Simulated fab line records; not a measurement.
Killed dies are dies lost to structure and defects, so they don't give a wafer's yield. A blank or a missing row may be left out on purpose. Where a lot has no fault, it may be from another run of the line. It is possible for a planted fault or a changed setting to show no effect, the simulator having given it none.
fab line records	flow nand-harc
[record] lots = 24	wafers = 72	last-day = 25
route steps=1159 shown P_STI@92 P_GATE@141 P_CONTACT@218 P_M0@273
lots that met no fault: taken from a fault-free run of the same line
start-h: hours from the record's opening day to when the first of the lot's shown wafers began	wait-h: hours from the lot's prior step to this one	" unchanged from the row above	L1.1+2: a single row standing in for several wafers	- either no value or no given start	* or withheld: withheld	< > ~ a bound
route shown NAME@n: names a module that has steps shown in the file, with the first one's number in the route	usual: mean and standard deviation over wafers with no fault	same: alike in all rows	chamber/n: place in a boat	sites: the reading at each site	_std_site: how widely they spread, as a standard deviation	_edge_site: inner sites' mean taken away from outer sites' mean	radius-mm: how far each site lies from the wafer's centre	mask NAME#n: copy n	behind: the last tool/chamber to shape the wafer	hold: what put the lot on hold/how long, in hours/how the hold closed	device: names the non-switching transistor (n, p or np)	end of line: at the end of the route, the tests of the same wafers	where a step has no rows: the recipe by itself	killed: count of dies lost to structure and defects at first sort (not the wafer's yield)	map: a wafer's dies, marking killed ones x, the rest . and places with no die _
set.NAME: the setting that was run; set.NAME@STEP: the one run at that earlier step	model.NAME: the simulator's own value behind a step, which no gauge read
a sample of lots followed through the steps of the route, with each step as a table and each wafer as a row
services: when a tool's chamber went out of use (start-h, in hours from the record's first day, below 0 if earlier), for how many hours, and the reason
[[steps]]
[step NHARC_P_STI_OCD_MEAS_17]
[usual] trench-depth-nm = 301/4	trench-foot-cd-nm = 158.6/2.5
lot.wafer	tool	chamber	start-h	wait-h	trench-depth-nm	trench-foot-cd-nm
L074.3	ocd-01	-	36.37	0.1	297	158.1
L074.4	"	-	"	"	302	157.3
L074.5	"	-	"	"	299	161.6
L075.1	ocd-01	-	42.55	0.1	303	158.4
L075.4	"	-	"	"	307	154.2
L075.5	"	-	"	"	301	157.3
L077.1	ocd-01	-	52.89	0.1	295	158.9
L077.2	"	-	"	"	305	155.6
L077.6	"	-	"	"	298	156.8
L076.2	ocd-02	-	53.05	0.1	296	157.7
L076.4	"	-	"	"	300	159.3
L076.6	"	-	"	"	295	159.2
L078.3	ocd-02	-	62.79	0.1	300	159.2
L078.4	"	-	"	"	299	159.4
L078.6	"	-	"	"	306	156.3
L079.1	ocd-01	-	62.95	0.1	305	161.5
L079.2	"	-	"	"	298	161.3
L079.5	"	-	"	"	302	156.0
L080.3	ocd-01	-	73.67	0.1	306	151.5
L080.4	"	-	"	"	304	153.9
L080.5	"	-	"	"	301	157.0
L081.4	ocd-02	-	77.62	0.1	301	158.5
L081.5	"	-	"	"	302	159.1
L081.6	"	-	"	"	297	157.0
L082.1	ocd-01	-	86.15	0.1	303	158.8
L082.2	"	-	"	"	296	160.1
L082.4	"	-	"	"	300	163.4
L083.2	ocd-01	-	89.62	0.1	298	156.4
L083.3	"	-	"	"	299	155.1
L083.5	"	-	"	"	296	161.6
L084.1	ocd-02	-	97.49	0.1	302	163.3
L084.4	"	-	"	"	292	158.6
L084.5	"	-	"	"	301	159.4
L085.1	ocd-02	-	101.68	0.1	301	161.1
L085.2	"	-	"	"	306	159.8
L085.4	"	-	"	"	303	160.3
L086.1	ocd-02	-	107.65	0.1	301	157.4
L086.2	"	-	"	"	306	157.2
L086.4	"	-	"	"	306	154.8
L087.2	ocd-02	-	113.80	0.1	303	156.0
L087.4	"	-	"	"	305	163.1
L087.5	"	-	"	"	300	159.1
L088.2	ocd-02	-	119.71	0.1	303	160.4
L088.4	"	-	"	"	298	160.6
L088.5	"	-	"	"	304	155.1
L089.1	ocd-02	-	129.02	0.1	302	161.6
L089.3	"	-	"	"	302	158.9
L089.4	"	-	"	"	302	158.2
L090.1	ocd-01	-	129.17	0.1	308	157.8
L090.3	"	-	"	"	298	161.6
L090.6	"	-	"	"	307	158.3
L091.2	ocd-02	-	138.62	0.1	301	160.3
L091.3	"	-	"	"	302	155.4
L091.4	"	-	"	"	306	155.5
L092.3	ocd-02	-	143.88	0.1	305	158.3
L092.4	"	-	"	"	303	160.4
L092.6	"	-	"	"	302	161.6
L093.1	ocd-01	-	149.88	0.1	300	156.1
L093.3	"	-	"	"	301	155.9
L093.6	"	-	"	"	304	154.5
L094.2	ocd-02	-	155.75	0.1	298	160.8
L094.3	"	-	"	"	296	160.2
L094.4	"	-	"	"	303	158.6
L095.1	ocd-02	-	162.79	0.1	303	158.8
L095.2	"	-	"	"	297	158.3
L095.4	"	-	"	"	297	163.2
L096.1	ocd-02	-	169.16	0.1	293	158.0
L096.3	"	-	"	"	302	155.4
L096.5	"	-	"	"	293	160.1
L097.1	ocd-02	-	174.91	0.1	297	157.0
L097.4	"	-	"	"	295	157.7
L097.6	"	-	"	"	303	159.9
[step NHARC_P_STI_CMP_21]
[recipe] t-overpolish-s = 20	target-thk-nm = 380.67
[usual] motor-current-A = 11.9/1.5	overpolish-run-s = 20.000/0.0092
lot.wafer	tool	chamber	start-h	wait-h	motor-current-A	overpolish-run-s
L074.3	cmp-02	3	53.32	0.4	11.5	20.013
L074.4	"	1	"	"	12.5	20.009
L074.5	"	0	"	"	9.9	20.003
L075.1	cmp-04	2	60.48	0.4	11.4	20.010
L075.4	"	3	"	"	11.3	20.022
L075.5	"	1	"	"	8.9	19.993
L076.2	cmp-04	0	71.04	0.4	12.4	20.005
L076.4	"	2	"	"	12.4	20.005
L076.6	"	1	"	"	8.7	20.007
L077.1	cmp-03	3	71.06	0.4	10.9	20.003
L077.2	"	1	"	"	14.6	19.993
L077.6	"	3	"	"	10.8	19.997
L078.3	cmp-04	1	83.05	0.4	9.1	20.009
L078.4	"	0	"	"	13.0	20.005
L078.6	"	1	"	"	9.1	20.005
L079.2	cmp-02	3	83.05	0.4	11.7	20.004
L079.1	"	2	"	"	14.1	20.005
L079.5	"	3	"	"	11.7	20.006
L080.4	cmp-04	3	93.29	0.4	11.3	19.994
L080.3	"	1	"	"	9.1	20.001
L080.5	"	3	"	"	11.6	19.994
L081.4	cmp-02	0	93.31	0.4	10.0	20.009
L081.5	"	2	"	"	13.5	19.993
L081.6	"	3	"	"	11.0	19.996
L082.1	cmp-02	1	104.91	0.4	12.8	20.005
L082.2	"	2	"	"	13.9	20.004
L082.4	"	3	"	"	11.2	20.001
L083.3	cmp-04	3	104.96	0.4	11.2	20.006
L083.2	"	0	"	"	13.0	19.993
L083.5	"	2	"	"	12.8	19.998
L085.2	cmp-04	3	117.95	0.4	11.6	19.996
L085.4	"	1	"	"	9.0	19.992
L085.1	"	2	"	"	11.8	20.024
L084.1	cmp-03	3	118.00	0.4	11.6	20.005
L084.4	"	0	"	"	12.3	20.004
L084.5	"	2	"	"	12.7	20.001
L086.1	cmp-04	3	133.83	0.4	11.5	19.992
L086.2	"	0	"	"	12.3	20.000
L086.4	"	1	"	"	8.9	20.003
L087.4	cmp-02	0	133.85	0.4	9.7	20.005
L087.2	"	1	"	"	12.1	20.003
L087.5	"	2	"	"	13.8	20.007
L088.4	cmp-02	3	140.31	0.4	11.3	19.992
L088.2	"	0	"	"	9.6	19.997
L088.5	"	1	"	"	11.8	19.988
L089.4	cmp-03	1	147.24	0.4	14.5	19.985
L089.1	"	2	"	"	12.7	19.998
L089.3	"	3	"	"	10.9	20.027
L090.3	cmp-02	3	147.28	0.4	11.3	20.005
L090.1	"	0	"	"	10.2	19.987
L090.6	"	3	"	"	12.0	19.994
L091.2	cmp-02	2	157.36	0.4	14.5	19.990
L091.3	"	0	"	"	9.9	20.000
L091.4	"	1	"	"	12.2	20.007
L092.3	cmp-04	3	163.20	0.4	11.7	19.999
L092.4	"	0	"	"	11.5	20.000
L092.6	"	2	"	"	12.0	20.008
L094.2	cmp-02	3	171.42	0.4	12.2	19.990
L094.4	"	0	"	"	9.8	19.987
L094.3	"	1	"	"	12.7	20.005
L093.1	cmp-04	2	171.44	0.4	12.6	19.985
L093.3	"	3	"	"	11.6	20.001
L093.6	"	1	"	"	8.8	20.010
L095.1	cmp-03	0	182.50	0.4	13.0	20.003
L095.2	"	1	"	"	13.5	20.015
L095.4	"	3	"	"	10.7	20.000
L097.4	cmp-03	1	189.54	0.4	13.1	20.006
L097.1	"	2	"	"	13.9	20.006
L097.6	"	2	"	"	13.1	19.996
L096.1	cmp-02	2	189.56	0.4	14.0	20.001
L096.3	"	3	"	"	11.6	20.002
L096.5	"	1	"	"	12.6	20.001
[step NHARC_P_GATE_CD_MEAS_26]
[recipe] target-cd-nm = 120	landing-energy-ev = 500
[usual] cd-nm = 120.1/0.6
lot.wafer	tool	chamber	start-h	wait-h	cd-nm
L074.3	cd-sem-02	0	84.32	-	121.1
L074.4	"	0	"	"	120.5
L074.5	"	0	"	"	120.0
L075.1	cd-sem-03	0	93.54	-	120.1
L075.4	"	0	"	"	119.7
L075.5	"	0	"	"	120.4
L076.2	cd-sem-03	0	101.46	-	120.1
L076.4	"	0	"	"	119.9
L076.6	"	0	"	"	119.7
L077.1	cd-sem-03	0	102.19	-	119.7
L077.2	"	0	"	"	120.7
L077.6	"	0	"	"	121.1
L079.1	cd-sem-01	0	114.63	-	121.2
L079.2	"	0	"	"	120.3
L079.5	"	0	"	"	121.4
L078.3	cd-sem-02	0	115.28	-	120.1
L078.4	"	0	"	"	120.1
L078.6	"	0	"	"	120.0
L080.3	cd-sem-01	0	125.30	-	120.0
L080.4	"	0	"	"	120.0
L080.5	"	0	"	"	120.3
L081.4	cd-sem-02	0	126.10	-	119.6
L081.5	"	0	"	"	119.5
L081.6	"	0	"	"	119.0
L082.1	cd-sem-02	0	136.91	-	119.9
L082.2	"	0	"	"	119.3
L082.4	"	0	"	"	120.0
L083.2	cd-sem-01	0	137.56	-	120.0
L083.3	"	0	"	"	120.3
L083.5	"	0	"	"	120.4
L085.1	cd-sem-02	0	149.81	-	118.7
L085.2	"	0	"	"	119.8
L085.4	"	0	"	"	120.2
L084.1	cd-sem-03	0	149.97	-	121.1
L084.4	"	0	"	"	119.7
L084.5	"	0	"	"	120.2
L086.1	cd-sem-03	0	166.71	-	119.5
L086.2	"	0	"	"	120.1
L086.4	"	0	"	"	119.5
L087.2	cd-sem-02	0	167.24	-	120.4
L087.4	"	0	"	"	119.9
L087.5	"	0	"	"	120.7
L088.2	cd-sem-03	0	172.91	-	119.8
L088.4	"	0	"	"	119.5
L088.5	"	0	"	"	120.6
L089.1	cd-sem-01	0	177.59	-	119.8
L089.3	"	0	"	"	119.1
L089.4	"	0	"	"	119.6
L090.1	cd-sem-03	0	178.32	-	120.4
L090.3	"	0	"	"	119.3
L090.6	"	0	"	"	120.1
L091.2	cd-sem-03	0	190.51	-	120.1
L091.3	"	0	"	"	119.8
L091.4	"	0	"	"	119.9
L092.3	cd-sem-02	0	191.30	-	119.8
L092.4	"	0	"	"	120.5
L092.6	"	0	"	"	120.2
L093.1	cd-sem-03	0	202.08	-	120.4
L093.3	"	0	"	"	120.8
L093.6	"	0	"	"	120.9
L094.2	cd-sem-03	0	202.99	-	120.1
L094.3	"	0	"	"	120.4
L094.4	"	0	"	"	120.2
L095.1	cd-sem-01	0	214.82	-	120.0
L095.2	"	0	"	"	121.0
L095.4	"	0	"	"	120.5
L097.1	cd-sem-01	0	222.52	-	119.1
L097.4	"	0	"	"	119.7
L097.6	"	0	"	"	119.9
L096.1	cd-sem-03	0	223.02	-	121.0
L096.3	"	0	"	"	120.6
L096.5	"	0	"	"	121.2
[step NHARC_P_GATE_DESCUM_31]
[recipe] time-s = 3	o2-flow-sccm = 200	ar-flow-sccm = 0	bias-power-w = 0	chemistry = O2
[usual] drypump-motor-current-A = 5.4/0.41	oes-product-au = 1.001/0.0096	rf-vpp-V = 57.7/0.81	showerhead-plenum-p-Torr = 1.90/0.059	throttle-valve-pct = 11.311/0.0088
lot.wafer	tool	chamber	start-h	wait-h	drypump-motor-current-A	oes-product-au	rf-hours-counter-h	rf-vpp-V	showerhead-plenum-p-Torr	throttle-valve-pct
L074.4	rie-diel-04	2	84.51	0.1	5.9	1.008	53	57.7	1.91	11.296
L074.3	"	0	"	"	5.6	1.005	58	58.3	1.93	11.313
L074.5	"	2	"	"	5.8	1.010	-	58.1	1.91	11.315
L075.1	rie-diel-02	0	93.73	0.1	6.0	1.007	38	57.7	1.91	11.313
L075.4	"	2	"	"	5.2	1.014	36	58.0	1.79	11.316
L075.5	"	3	"	"	5.4	0.998	-	57.6	1.94	11.310
L076.2	rie-diel-04	2	101.65	0.1	5.8	1.006	58	58.5	1.91	11.302
L076.4	"	3	"	"	5.3	1.015	56	55.8	1.84	11.301
L076.6	"	1	"	"	5.0	0.999	-	57.3	1.94	11.326
L077.2	rie-diel-12	2	102.39	0.1	5.2	1.009	10	56.4	1.89	11.309
L077.1	"	3	"	"	6.2	0.997	10	56.9	1.84	11.306
L077.6	"	0	"	"	5.5	0.985	-	57.2	1.92	11.303
L079.2	rie-diel-12	1	114.82	0.1	4.7	0.995	13	57.5	2.02	11.303
L079.1	"	2	"	"	5.2	1.015	12	58.4	1.89	11.309
L079.5	"	2	"	"	5.2	1.014	-	57.7	1.89	11.320
L078.4	rie-diel-02	2	115.47	0.1	5.2	1.010	43	57.3	1.79	11.304
L078.3	"	3	"	"	5.4	0.982	45	56.6	1.94	11.310
L078.6	"	2	"	"	5.2	1.003	-	56.5	1.79	11.326
L080.3	rie-diel-02	2	125.48	0.1	5.2	0.999	45	58.6	1.79	11.322
L080.4	"	1	"	"	5.5	0.991	47	58.4	1.96	11.329
L080.5	"	2	"	"	5.2	1.001	-	57.7	1.79	11.311
L081.4	rie-diel-04	1	126.37	0.1	4.9	0.987	2	59.5	1.93	11.313
L081.5	"	1	"	"	4.9	0.995	-	57.6	1.93	11.322
L081.6	"	2	"	"	5.8	1.004	-	57.8	1.91	11.330
L082.4	rie-diel-04	1	137.17	0.1	5.0	1.008	4	56.8	1.93	11.308
L082.1	"	3	"	"	5.2	1.001	4	57.2	1.84	11.301
L082.2	"	0	"	"	5.6	0.988	4	58.0	1.93	11.312
L083.2	rie-diel-12	0	137.74	0.1	5.5	0.994	16	58.1	1.92	11.301
L083.3	"	3	"	"	6.2	1.005	16	56.1	1.84	11.318
L083.5	"	0	"	"	5.5	0.999	-	57.1	1.92	11.315
L085.4	rie-diel-04	2	150.00	0.1	5.9	1.010	11	58.3	1.91	11.298
L085.2	"	0	"	"	5.6	0.982	10	59.1	1.92	11.319
L085.1	"	1	"	"	4.9	0.993	12	56.8	1.93	11.320
L084.1	rie-diel-02	0	150.17	0.1	6.0	0.998	61	57.1	1.90	11.302
L084.4	"	1	"	"	5.5	0.992	59	58.0	1.96	11.300
L084.5	"	3	"	"	5.4	0.989	-	58.8	1.93	11.311
L086.1	rie-diel-02	0	166.90	0.1	5.9	1.001	1	56.8	1.90	11.320
L086.4	"	1	"	"	5.5	1.020	1	57.8	1.96	11.322
L086.2	"	2	"	"	5.2	1.017	1	55.7	1.78	11.308
L087.2	rie-diel-04	3	167.42	0.1	5.2	1.012	14	57.5	1.84	11.309
L087.4	"	1	"	"	4.9	1.000	19	57.1	1.93	11.298
L087.5	"	3	"	"	5.3	1.014	-	56.7	1.84	11.312
L088.4	rie-diel-02	3	173.11	0.1	5.4	0.997	3	57.1	1.93	11.311
L088.2	"	0	"	"	6.0	1.004	4	58.3	1.90	11.331
L088.5	"	2	"	"	5.2	1.006	-	55.7	1.78	11.313
L089.1	rie-diel-04	0	177.78	0.1	5.6	0.983	21	56.8	1.92	11.316
L089.4	"	1	"	"	5.0	1.021	24	56.9	1.93	11.299
L089.3	"	2	"	"	5.8	1.007	22	57.8	1.90	11.313
L090.1	rie-diel-12	3	178.51	0.1	6.3	0.994	26	57.1	1.84	11.303
L090.3	"	1	"	"	4.7	0.991	26	58.0	2.02	11.313
L090.6	"	3	"	"	6.2	1.000	-	55.5	1.84	11.315
L091.3	rie-diel-02	1	190.69	0.1	5.5	1.011	10	58.0	1.96	11.300
L091.4	"	2	"	"	5.2	1.001	10	57.7	1.78	11.306
L091.2	"	3	"	"	5.4	0.994	10	56.7	1.93	11.310
L092.3	rie-diel-12	3	191.49	0.1	6.2	1.002	28	58.4	1.84	11.306
L092.4	"	1	"	"	4.7	0.995	28	58.3	2.02	11.320
L092.6	"	2	"	"	5.2	1.005	-	58.7	1.88	11.315
L093.1	rie-diel-04	3	202.29	0.1	5.3	0.994	26	58.3	1.84	11.316
L093.3	"	0	"	"	5.6	0.985	30	57.7	1.92	11.308
L093.6	"	1	"	"	5.0	1.000	-	58.3	1.92	11.309
L094.2	rie-diel-02	0	203.17	0.1	5.9	0.998	14	56.8	1.90	11.318
L094.4	"	2	"	"	5.2	0.995	16	58.5	1.78	11.311
L094.3	"	3	"	"	5.4	0.995	16	58.3	1.93	11.297
L095.1	rie-diel-12	3	215.01	0.1	6.2	0.994	2	57.4	1.83	11.320
L095.2	"	0	"	"	5.5	1.007	2	56.9	1.91	11.308
L095.4	"	2	"	"	5.2	1.010	2	57.6	1.88	11.295
L097.1	rie-diel-04	0	222.70	0.1	5.6	0.987	36	56.8	1.92	11.303
L097.4	"	3	"	"	5.2	1.010	33	57.0	1.83	11.302
L097.6	"	1	"	"	4.9	1.000	-	56.9	1.92	11.307
L096.1	rie-diel-12	0	223.20	0.1	5.5	1.010	3	58.1	1.91	11.313
L096.3	"	3	"	"	6.2	0.998	3	57.8	1.83	11.321
L096.5	"	0	"	"	5.5	1.006	-	57.2	1.91	11.316
[step NHARC_P_CONTACT_DEP_00]
[recipe] target-thk-a = 5000	temp-c = 400	pressure-torr = 6.5	rf-w = 900	teos-flow-sccm = 161.4	flow-sccm = 2650	target-thk-nm = 500	gas = O2	material = SiO2
[usual] flow-sccm = 2649/7.8	heater-power-w = 476/69	rf-fwd-power-W = 897.8/3	showerhead-vpp-V = 1840/98	throttle-valve-pct = 16.0/0.75
lot.wafer	tool	chamber	start-h	wait-h	flow-sccm	heater-power-w	rf-fwd-power-W	showerhead-vpp-V	throttle-valve-pct
L074.3	pecvd-01	1	-	-	2653	606	898.6	1758	15.6
L074.5	"	0	"	"	2651	419	895.9	1831	14.7
L074.4	"	1	"	"	2651	603	896.6	1784	15.6
L075.1	pecvd-02	1	-	-	2646	541	896.4	1857	15.7
L075.4	"	0	"	"	2647	503	899.4	1978	17.3
L075.5	"	2	"	"	2657	463	891.2	1866	15.5
L076.2	pecvd-02	2	-	-	2643	353	901.6	1821	15.8
L076.4	"	1	"	"	2662	470	897.9	1865	15.8
L076.6	"	2	"	"	2649	381	905.3	1837	15.5
L077.1	pecvd-02	1	-	-	2648	442	898.5	1843	15.8
L077.2	"	0	"	"	2650	453	897.3	1984	17.0
L077.6	"	1	"	"	2647	466	898.3	1885	15.8
L079.2	pecvd-01	1	-	-	2641	593	897.5	1750	15.4
L079.1	"	2	"	"	2634	483	897.5	1682	16.1
L079.5	"	2	"	"	2643	502	900.6	1669	16.2
L078.3	pecvd-02	2	-	-	2656	342	895.8	1818	15.5
L078.4	"	0	"	"	2647	524	896.8	1974	17.0
L078.6	"	1	"	"	2641	567	899.9	1856	15.6
L080.3	pecvd-02	0	-	-	2657	539	896.5	1999	17.2
L080.5	"	2	"	"	2649	392	901.0	1820	15.9
L080.4	"	0	"	"	2648	567	897.7	1993	17.3
L081.5	pecvd-01	1	-	-	2651	532	895.8	1775	15.7
L081.4	"	2	"	"	2642	496	895.0	1667	16.2
L081.6	"	0	"	"	2657	435	897.1	1820	15.0
L082.1	pecvd-03	1	-	-	2633	529	896.3	1687	17.4
L082.2	"	2	"	"	2649	447	900.6	1971	16.5
L082.4	"	1	"	"	2633	544	897.6	1697	17.6
L083.3	pecvd-01	2	-	-	2665	496	895.0	1669	16.4
L083.2	"	0	"	"	2655	572	898.3	1796	14.7
L083.5	"	0	"	"	2654	440	898.0	1795	14.7
L085.1	pecvd-03	1	-	-	2643	575	894.4	1669	17.5
L085.2	"	2	"	"	2652	375	896.2	1957	16.4
L085.4	"	2	"	"	2652	412	894.7	1938	16.5
L084.1	pecvd-02	1	-	-	2655	490	900.4	1866	15.2
L084.5	"	1	"	"	2648	529	895.6	1843	15.3
L084.4	"	0	"	"	2639	403	893.9	2010	16.6
L086.1	pecvd-02	1	-	-	2645	426	898.4	1861	15.5
L086.2	"	2	"	"	2662	368	897.6	1842	15.7
L086.4	"	0	"	"	2652	487	897.5	1996	16.7
L087.2	pecvd-01	2	-	-	2664	501	894.4	1676	16.2
L087.4	"	0	"	"	2659	564	896.5	1808	14.9
L087.5	"	1	"	"	2648	465	899.4	1760	15.5
L088.2	pecvd-03	1	-	-	2649	513	899.4	1683	17.7
L088.4	"	2	"	"	2655	479	894.0	1916	16.4
L088.5	"	1	"	"	2649	525	898.7	1693	17.4
L089.1	pecvd-01	1	-	-	2642	563	898.8	1798	15.5
L089.3	"	2	"	"	2658	472	894.6	1678	16.3
L089.4	"	2	"	"	2658	489	898.0	1681	16.1
L090.3	pecvd-02	2	-	-	2657	349	901.6	1833	16.0
L090.1	"	1	"	"	2650	484	901.6	1890	15.3
L090.6	"	1	"	"	2646	503	902.3	1856	15.3
L091.2	pecvd-02	2	-	-	2656	365	897.3	1823	16.1
L091.3	"	0	"	"	2641	435	896.8	1981	17.0
L091.4	"	1	"	"	2651	511	900.5	1854	15.3
L092.3	pecvd-01	0	-	-	2637	559	889.0	1813	15.0
L092.6	"	1	"	"	2639	576	896.7	1753	15.8
L092.4	"	2	"	"	2644	425	893.0	1671	16.3
L093.3	pecvd-02	2	-	-	2661	465	898.0	1820	15.6
L093.1	"	1	"	"	2654	477	895.9	1829	15.2
L093.6	"	0	"	"	2649	499	891.6	1996	17.3
L094.2	pecvd-02	0	-	-	2661	536	898.8	1965	17.0
L094.3	"	2	"	"	2641	362	899.9	1849	15.6
L094.4	"	1	"	"	2663	529	896.2	1827	15.2
L095.1	pecvd-02	2	-	-	2641	401	902.8	1863	15.8
L095.2	"	1	"	"	2649	528	897.5	1841	15.6
L095.4	"	2	"	"	2642	424	905.8	1817	15.9
L096.1	pecvd-02	0	-	-	2652	467	900.1	2013	16.8
L096.3	"	2	"	"	2656	397	896.6	1857	15.6
L096.5	"	0	"	"	2650	504	899.9	2030	16.8
L097.1	pecvd-03	2	-	-	2655	403	898.9	1923	16.5
L097.4	"	2	"	"	2650	435	894.5	1943	16.8
L097.6	"	1	"	"	2640	565	890.9	1692	17.7
[step NHARC_P_M0_PRE_CLEAN_29]
[recipe] time-s = 30	temp-c = 280	gas = H2/He
[usual] heater-power-w = 403/46
lot.wafer	tool	chamber	start-h	wait-h	heater-power-w
L074.3	pvd-sputter-03	-	-	-	423
L074.4	"	-	"	"	380
L074.5	"	-	"	"	429
L075.1	pvd-sputter-02	-	-	-	322
L075.4	"	-	"	"	354
L075.5	"	-	"	"	420
L076.2	pvd-sputter-01	-	-	-	428
L076.4	"	-	"	"	301
L076.6	"	-	"	"	440
L077.2	pvd-sputter-03	-	-	-	394
L077.1	"	-	"	"	424
L077.6	"	-	"	"	391
L079.1	pvd-sputter-03	-	-	-	421
L079.2	"	-	"	"	392
L079.5	"	-	"	"	419
L078.4	pvd-sputter-03	-	-	-	382
L078.3	"	-	"	"	428
L078.6	"	-	"	"	401
L080.4	pvd-sputter-01	-	-	-	440
L080.3	"	-	"	"	296
L080.5	"	-	"	"	444
L081.4	pvd-sputter-01	-	-	-	301
L081.6	"	-	"	"	305
L081.5	"	-	"	"	402
L082.1	pvd-sputter-02	-	-	-	351
L082.2	"	-	"	"	496
L082.4	"	-	"	"	318
L083.2	pvd-sputter-02	-	-	-	409
L083.3	"	-	"	"	363
L083.5	"	-	"	"	320
L084.4	pvd-sputter-01	-	-	-	432
L084.1	"	-	"	"	406
L084.5	"	-	"	"	317
L085.4	pvd-sputter-02	-	-	-	487
L085.1	"	-	"	"	324
L085.2	"	-	"	"	354
L086.1	pvd-sputter-03	-	-	-	385
L086.4	"	-	"	"	458
L086.2	"	-	"	"	419
L087.4	pvd-sputter-03	-	-	-	434
L087.2	"	-	"	"	393
L087.5	"	-	"	"	455
L088.4	pvd-sputter-01	-	-	-	408
L088.2	"	-	"	"	309
L088.5	"	-	"	"	395
L089.4	pvd-sputter-03	-	-	-	374
L089.3	"	-	"	"	460
L089.1	"	-	"	"	396
L090.1	pvd-sputter-01	-	-	-	404
L090.3	"	-	"	"	313
L090.6	"	-	"	"	405
L091.2	pvd-sputter-01	-	-	-	427
L091.3	"	-	"	"	390
L091.4	"	-	"	"	407
L092.3	pvd-sputter-03	-	-	-	399
L092.4	"	-	"	"	385
L092.6	"	-	"	"	434
L093.1	pvd-sputter-03	-	-	-	457
L093.3	"	-	"	"	400
L093.6	"	-	"	"	416
L094.4	pvd-sputter-01	-	-	-	431
L094.3	"	-	"	"	398
L094.2	"	-	"	"	416
L095.1	pvd-sputter-03	-	-	-	385
L095.4	"	-	"	"	374
L095.2	"	-	"	"	426
L097.1	pvd-sputter-01	-	-	-	427
L097.4	"	-	"	"	313
L097.6	"	-	"	"	404
L096.3	pvd-sputter-02	-	-	-	456
L096.1	"	-	"	"	396
L096.5	"	-	"	"	335
[[services]]
tool	chamber	start-h	hours	kind
cmp-02	-	30.56	4.0	pm
cmp-04	-	48.50	0.8	repair
pecvd-01	-	56.19	13.0	pm
pecvd-02	-	61.36	1.2	repair
cmp-02	-	70.99	1.2	repair
rie-diel-02	-	79.84	0.6	repair
cmp-04	-	89.14	1.5	repair
cmp-02	-	96.82	4.4	repair
pecvd-02	2	97.30	4.5	repair
pvd-sputter-03	-	102.00	10.0	pm
cmp-04	-	105.06	4.0	pm
rie-diel-04	-	111.91	9.0	pm
cmp-02	-	128.56	4.0	pm
cmp-04	-	142.00	6.0	repair
rie-diel-04	3	146.38	3.5	repair
rie-diel-02	-	151.53	9.0	pm
pecvd-02	-	153.15	13.0	pm
pvd-sputter-01	-	158.00	10.0	pm
rie-diel-12	-	187.46	0.5	repair
rie-diel-12	1	196.11	8.9	repair
cmp-02	-	198.66	11.7	repair
cmp-04	-	203.14	4.0	pm
cmp-02	-	226.56	4.0	pm
rie-diel-02	3	229.59	5.3	repair
[[key]]
fault none
